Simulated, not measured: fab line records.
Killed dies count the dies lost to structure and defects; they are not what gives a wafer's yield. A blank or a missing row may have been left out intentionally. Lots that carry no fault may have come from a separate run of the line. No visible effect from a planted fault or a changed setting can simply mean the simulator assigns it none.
Which tool is to blame? :: flow nandHarc :: 6 lots with 17 wafers sampled at 5 steps, on a route of 1302 steps

== WHAT THE GAUGES READ, wafer by wafer ==
NHARC_END_SORT_01.
lot: L314
measured: day 28 02:01
on: prober-02
killedAtArray: 59 51 69

lot: L315
measured: day 29 09:35
on: prober-01
killedAtArray: 44

== WHICH TOOL RAN EACH LOT (tool, then ch and the chambers of the sampled wafers, then the start) ==
lot: L305
NHARC_A_STAIRCASE_ETCH_25: rieDiel-04 ch 1,2,3, day 16 13:48 or earlier
NHARC_A_STAIRCASE_ETCH_27: rieDiel-04 ch 0,2,3, day 16 13:48 or earlier
NHARC_A_STAIRCASE_ETCH_188: rieDiel-02 ch 0,1,2, day 16 13:48
NHARC_A_STAIRCASE_ETCH_197: rieDiel-02 ch 1,2,3, no start

lot: L308
NHARC_A_STAIRCASE_ETCH_25: rieDiel-02 ch 2,3, day 17 11:29 or earlier
NHARC_A_STAIRCASE_ETCH_27: rieDiel-02 ch 1,2, day 17 11:29 or earlier
NHARC_A_STAIRCASE_ETCH_188: rieDiel-04 ch 0,1,2, day 17 11:29
NHARC_A_STAIRCASE_ETCH_197: rieDiel-04 ch 0,2, no start

lot: L314
NHARC_A_STAIRCASE_ETCH_25: rieDiel-04 ch 1,2,3, day 20 00:06 or earlier
NHARC_A_STAIRCASE_ETCH_27: rieDiel-04 ch 0,2, day 20 00:06 or earlier
NHARC_A_STAIRCASE_ETCH_188: rieDiel-02 ch 1,2,3, day 20 00:06
NHARC_A_STAIRCASE_ETCH_197: rieDiel-02 ch 0,1,3, day 28 02:01 or earlier

lot: L315
NHARC_A_STAIRCASE_ETCH_25: rieDiel-02 ch 0,3, day 20 13:59 or earlier
NHARC_A_STAIRCASE_ETCH_27: rieDiel-02 ch 1,2,3, day 20 13:59 or earlier
NHARC_A_STAIRCASE_ETCH_188: rieDiel-04 ch 1,2,3, day 20 13:59
NHARC_A_STAIRCASE_ETCH_197: rieDiel-04 ch 0,2,3, day 29 09:35 or earlier

lot: L322
NHARC_A_STAIRCASE_ETCH_25: rieDiel-02 ch 1,3, day 23 17:44 or earlier
NHARC_A_STAIRCASE_ETCH_27: rieDiel-02 ch 0,3, day 23 17:44 or earlier
NHARC_A_STAIRCASE_ETCH_188: rieDiel-11 ch 1,2, day 23 17:44
NHARC_A_STAIRCASE_ETCH_197: rieDiel-02 ch 1,3, no start

lot: L326
NHARC_A_STAIRCASE_ETCH_25: rieDiel-04 ch 1,2, day 25 14:32 or earlier
NHARC_A_STAIRCASE_ETCH_27: rieDiel-04 ch 0,1,3, day 25 14:32 or earlier
NHARC_A_STAIRCASE_ETCH_188: rieDiel-02 ch 0,1, day 25 14:32
NHARC_A_STAIRCASE_ETCH_197: rieDiel-04 ch 0,1,2, no start
- NHARC_A_STAIRCASE_ETCH_25: etches the open film in C4F8/O2, target depth 100 nm, time 40.5 s.
- NHARC_A_STAIRCASE_ETCH_27: etches the open film in C4F8/O2, target depth 100 nm, time 40.5 s.
- NHARC_A_STAIRCASE_ETCH_188: etches the open film in C4F8/O2, target depth 100 nm, time 40.5 s.
- NHARC_A_STAIRCASE_ETCH_197: etches the open film in C4F8/O2, target depth 100 nm, time 40.5 s.

== THE ANSWER, worked out from the rows above alone ==
Rule: the usual values come from the lots themselves. Put in order of their means at a reading, lots are off if they are a third of the lots or fewer, leave a main group of 4 or more, and stand apart from it by a gap of 3 or more times the standard deviation of the main group's means; of several such gaps the widest counts. Not used: any main group whose means are identical at the precision the tables above print for the reading. A lot without any number at a reading at which 4 lots or more have one is off too. Where the step has rows for the other lots, those lots are counted as sound.
Nothing can be told from this: no lot is off at any reading shown.

== WHAT THE SIMULATOR HAD PUT IN ==
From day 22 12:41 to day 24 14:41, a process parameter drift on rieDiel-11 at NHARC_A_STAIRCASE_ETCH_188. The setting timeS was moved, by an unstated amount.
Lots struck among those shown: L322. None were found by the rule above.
